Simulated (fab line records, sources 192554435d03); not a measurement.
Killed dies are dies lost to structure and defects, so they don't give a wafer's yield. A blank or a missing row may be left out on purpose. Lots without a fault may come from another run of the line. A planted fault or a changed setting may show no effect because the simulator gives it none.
One fault seen from 2 desks | flow n5_finfet | each desk has only its own numbers; what lay behind them comes last

THE TOOL OWNER'S DESK: pecvd-03
The tool's own readings at N5_BEOL_M12_ILD_DEP_00 (deposits SiOC from DEMS/O2, target thk 658.92 nm, time 130.7 s): means of the sampled wafers that have a number, for each lot that ran on this tool. A lot is out of limits, marked OUT, if its mean lies more than 4 standard deviations from the usual mean; the brackets give that distance.
Columns: A = heater_power_w at N5_BEOL_M12_ILD_DEP_00, usual 503 W; B = run_length_s at N5_BEOL_M12_ILD_DEP_00, usual 175.5 s; C = showerhead_plenum_p_Torr at N5_BEOL_M12_ILD_DEP_00, usual 5.694 Torr; D = throttle_valve_pct at N5_BEOL_M12_ILD_DEP_00, usual 12.2 %
lot  | first seen here | A   | B               | C     | D
L221 | day 12 14:28    | 496 | 175.7           | 5.703 | 11.6
L220 | day 12 17:00    | 510 | 175.8           | 5.702 | 12.0
L224 | day 13 17:10    | 493 | 176.1           | 5.709 | 11.3
L231 | day 15 15:37    | 510 | 209.8 (+56) OUT | 5.700 | 12.1
L234 | day 16 15:45    | 510 | 210.1 (+57) OUT | 5.697 | 11.8
This desk's finding: out of limits on L231, L234; first on L231, day 15 15:37 (run_length_s at N5_BEOL_M12_ILD_DEP_00). In limits: L221, L220, L224.

THE METROLOGY DESK
What the gauges read, lot by lot, whatever tool the lot ran on: means of the sampled wafers that have a number. A lot is out of limits, marked OUT, if its mean lies more than 4 standard deviations from the usual mean; the brackets give that distance.
Columns: A = M12_ILD_THK at N5_BEOL_M12_THK_MEAS_01, usual 658 nm
lot  | first seen here | A
L221 | day 12 14:35    | 656
L220 | day 12 17:08    | 648
L224 | day 13 17:18    | 659
L223 | day 13 17:31    | 657
L230 | day 14 19:43    | 650
L231 | day 15 15:45    | 827 (+21) OUT
L234 | day 16 15:53    | 830 (+21) OUT
L236 | day 16 16:45    | 657
L237 | day 16 19:56    | 651
L238 | day 16 20:25    | 660
This desk's finding: out of limits on L231, L234; first on L231, day 15 15:45 (M12_ILD_THK at N5_BEOL_M12_THK_MEAS_01). In limits: L221, L220, L224, L223, L230, L236, L237, L238.

PUT TOGETHER
The tool owner's desk could have raised an alarm at day 15 15:37, on L231, L234.
The metrology desk could have raised an alarm at day 15 15:45, on L231, L234.
Of the lots named, all ran N5_BEOL_M12_ILD_DEP_00 on pecvd-03.

WHAT THE SIMULATOR HAD PUT IN
Process parameter drift: pecvd-03, from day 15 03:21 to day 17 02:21, at N5_BEOL_M12_ILD_DEP_00. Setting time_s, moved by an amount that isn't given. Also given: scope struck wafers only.
Lots struck among those shown: L231, L234.
Hours from the fault's start to each desk's first reading out of limits: the tool owner's desk, 12; the metrology desk, 12.
